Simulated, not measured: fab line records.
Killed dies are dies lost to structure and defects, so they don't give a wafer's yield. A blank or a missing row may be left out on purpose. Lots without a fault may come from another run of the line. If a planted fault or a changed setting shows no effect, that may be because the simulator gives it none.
Split-lot study | flow n5-finfet | on a route of 1938 steps: 7 lots, 21 wafers read

## THE SPLIT
At N5_BEOL_M1_EXPOSE_25 (exposes mask V0, defocus 5 nm, target cd 24 nm), the setting dose-mj was moved away from the recipe's 63 on 8 of the 21 wafers read, by -7.4% to +4.4%. This setting was run at the recipe's value on the other wafers.

## FROM THE SPLIT TO THE READING: what the file shows between them, 2 steps
- N5_BEOL_M1_PEB_26: peb time 60 s
- N5_BEOL_M1_DEVELOP_27: develop time 30 s

## THE READING
cd-nm, in nm, at N5_BEOL_M1_CD_MEAS_28 (target cd y 23.3 nm). A value of 23.96 nm with a standard deviation of 0.25 nm is what fault-free wafers of this fab line usually give.

wafer  | tool, chamber at the split | dose-mj as run | against the recipe | cd-nm, nm | against lot-mates on the recipe
L076.3 | euv-scanner-01, 0          | 63             | recipe             | 23.84     | -
L076.4 | euv-scanner-01, 0          | 64.81          | +2.9%              | 24.84     | +1.00
L076.5 | euv-scanner-01, 0          | 64.81          | +2.9%              | 24.40     | +0.56
L077.4 | euv-scanner-02, 0          | 63             | recipe             | 24.11     | -
L077.5 | euv-scanner-02, 0          | 63             | recipe             | 24.16     | -
L077.6 | euv-scanner-02, 0          | 63             | recipe             | 23.65     | -
L083.1 | euv-scanner-02, 0          | 58.36          | -7.4%              | 22.63     | -1.77
L083.5 | euv-scanner-02, 0          | 63             | recipe             | 24.40     | -
L083.6 | euv-scanner-02, 0          | 58.36          | -7.4%              | 22.29     | -2.11
L085.1 | euv-scanner-01, 0          | 63             | recipe             | 24.08     | -
L085.2 | euv-scanner-01, 0          | 63             | recipe             | 24.02     | -
L085.4 | euv-scanner-01, 0          | 63             | recipe             | 24.16     | -
L088.1 | euv-scanner-01, 0          | 64.7           | +2.7%              | 24.99     | +0.82
L088.2 | euv-scanner-01, 0          | 63             | recipe             | 24.17     | -
L088.3 | euv-scanner-01, 0          | 64.7           | +2.7%              | 24.46     | +0.29
L090.1 | euv-scanner-01, 0          | 63             | recipe             | 23.77     | -
L090.2 | euv-scanner-01, 0          | 63             | recipe             | 23.74     | -
L090.3 | euv-scanner-01, 0          | 63             | recipe             | 23.52     | -
L092.1 | euv-scanner-02, 0          | 65.78          | +4.4%              | 25.21     | +0.94
L092.2 | euv-scanner-02, 0          | 65.78          | +4.4%              | 25.20     | +0.93
L092.6 | euv-scanner-02, 0          | 63             | recipe             | 24.27     | -

FIT RESULTS
A straight line over all 21 wafers: cd-nm changes by +0.228 nm for each +1% of dose-mj; r = +0.94; the points scatter about the line by 0.26 nm.
The same after taking each lot's own level away (the mean of its wafers on the recipe; 21 wafers): +0.249 nm for each +1%; r = +0.97; scatter 0.18 nm.
According to that fit, moving dose-mj by its largest amount changes the reading by 1.8 nm.
The span of the lots' own levels, 23.677 to 24.400 nm, comes to 2.9 times the standard deviation stated above.
The two slopes agree, so the slope changes little with the lot-to-lot level.
Check: for one of the wafers moved furthest among these (-7.4%), held out of the fit, the line's prediction against its lot-mates is -1.92 nm. It came out at -1.77 nm against them.

## THESE WAFERS: OTHER SPLITS
These wafers also went through other splits before the reading. Each is held against what the fit with the lots' levels taken away leaves over:
other split on the same wafers        | wafers away from the commonest value | r with cd-nm (lot level and that fit taken away)
N5_MOL_CONTACT_COAG_COAT_77 spin-rpm  | 7                                    | -0.06
N5_BEOL_M0_SAQP_COAT_82 spin-rpm      | 8                                    | +0.11
N5_BEOL_M0_SAQP_COAT_08 spin-rpm      | 6                                    | -0.04
N5_BEOL_M0_SAQP_SPACER1_ALD_98 temp-c | 4                                    | -0.08
N5_BEOL_M0_SAQP_ETCH_107 bias-w       | 10                                   | -0.25
N5_BEOL_M1_COAT_61 spin-rpm           | 4                                    | -0.01
N5_BEOL_M1_COAT_05 spin-rpm           | 8                                    | +0.36

## FILE'S OWN FIT
cd-nm changes by +0.249 nm for each +1% of dose-mj, r = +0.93.
